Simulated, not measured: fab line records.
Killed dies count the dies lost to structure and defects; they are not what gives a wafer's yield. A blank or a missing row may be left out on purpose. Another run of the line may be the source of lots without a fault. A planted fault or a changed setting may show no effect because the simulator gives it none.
Split-lot trial ; flow n5-finfet ; on a route of 1938 steps: 7 lots, 21 wafers read

== THE SPLIT ==
At N5_FIN_CUT_CUT_ETCH_26 (etches SiNx in CH3F/O2, target depth 39 nm, time 55.7 s), the setting source-w was moved away from the recipe's 395 W on 6 of the 21 wafers read, by -17.8% to +6.4%. The other wafers ran this setting at the recipe's value.

The reading comes from the split's own step.

== THE READING ==
rf-vpp-V, in V, at N5_FIN_CUT_CUT_ETCH_26 (etches SiNx in CH3F/O2, target depth 39 nm, time 55.7 s). A value of 298 V with a standard deviation of 4.2 V is what fault-free wafers of this fab line usually give.

wafer;tool, chamber at the split;source-w as run, W;against the recipe;rf-vpp-V, V;against lot-mates on the recipe
L075.1;rie-diel-06, 2;395;recipe;293;-
L075.3;rie-diel-06, 0;324.8;-17.8%;326;+33
L075.6;rie-diel-06, 3;324.8;-17.8%;335;+42
L077.1;rie-diel-02, 2;420.2;+6.4%;294;-5
L077.2;rie-diel-02, 0;395;recipe;296;-
L077.5;rie-diel-02, 2;395;recipe;302;-
L080.4;rie-diel-06, 1;395;recipe;298;-
L080.5;rie-diel-06, 3;395;recipe;305;-
L080.6;rie-diel-06, 2;395;recipe;293;-
L082.1;rie-diel-05, 2;395;recipe;298;-
L082.2;rie-diel-05, 3;395;recipe;300;-
L082.4;rie-diel-05, 0;395;recipe;299;-
L083.1;rie-diel-06, 1;355.1;-10.1%;314;+12
L083.4;rie-diel-06, 3;395;recipe;307;-
L083.6;rie-diel-06, 0;395;recipe;297;-
L093.1;rie-diel-06, 3;335.9;-15.0%;328;+27
L093.3;rie-diel-06, 0;335.9;-15.0%;321;+20
L093.6;rie-diel-06, 1;395;recipe;301;-
L097.2;rie-diel-02, 0;395;recipe;294;-
L097.3;rie-diel-02, 3;395;recipe;296;-
L097.4;rie-diel-02, 1;395;recipe;294;-

THE FIT
A straight line over all 21 wafers: rf-vpp-V changes by -1.71 V for each +1% of source-w; r = -0.94; the points scatter about the line by 4.4 V.
The same after taking each lot's own level away (the mean of its wafers on the recipe; 21 wafers): -1.77 V for each +1%; r = -0.95; scatter 4.4 V.
The reading moves by 32 V for the largest change in source-w, on that fit.
Measured against the standard deviation above, the lots' own levels, which go from 293.0 to 302.0 V, span 2.1 times it.
The two slopes are in agreement: the lot-to-lot level therefore moves the slope only a little.
Check: +31.4 V against its lot-mates is what the line predicts for one of the wafers moved furthest among these (-17.8%) when that wafer is left out of the fit. Against them it came out at +33 V.
Tool readings at the split's step, against how far the setting was moved: rf-vpp-V r = -0.94.

== OTHER SPLITS APPLIED TO THESE WAFERS ==
Note: prior to the reading, these wafers also went through further splits. Each is held against what the fit with the lots' levels taken away leaves over:
other split on the same wafers;wafers away from the commonest value;r with rf-vpp-V (lot level and that fit taken away)
N5_ZERO_LAYER_ETCH_18 icp-w;9;-0.34
N5_WELL_APT_PEB_23 peb-temp-c;9;-0.43
N5_FIN_SAQP_PECVD_47 time-s;6;+0.08
N5_FIN_SAQP_EXPOSE_13 dose-mj;7;+0.19

== THE WHOLE CHAIN: every reading that the file lists as answering this split, in the file's order ==
step;what it does;reading;change (the file's fit);r (the file's)
N5_FIN_CUT_CUT_ETCH_26;etches SiNx in CH3F/O2, target depth 39 nm, time 55.7 s;rf-vpp-V;-1.71 V for each +1% of the setting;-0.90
N5_FIN_CUT_CUT_ETCH_26;etches SiNx in CH3F/O2, target depth 39 nm, time 55.7 s;etch.depth-nm (the simulator's own value, which no gauge read);+0.145 nm for each +1% of the setting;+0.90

== THE FILE'S OWN FIT ==
rf-vpp-V changes by -1.71 V for each +1% of source-w, r = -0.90.
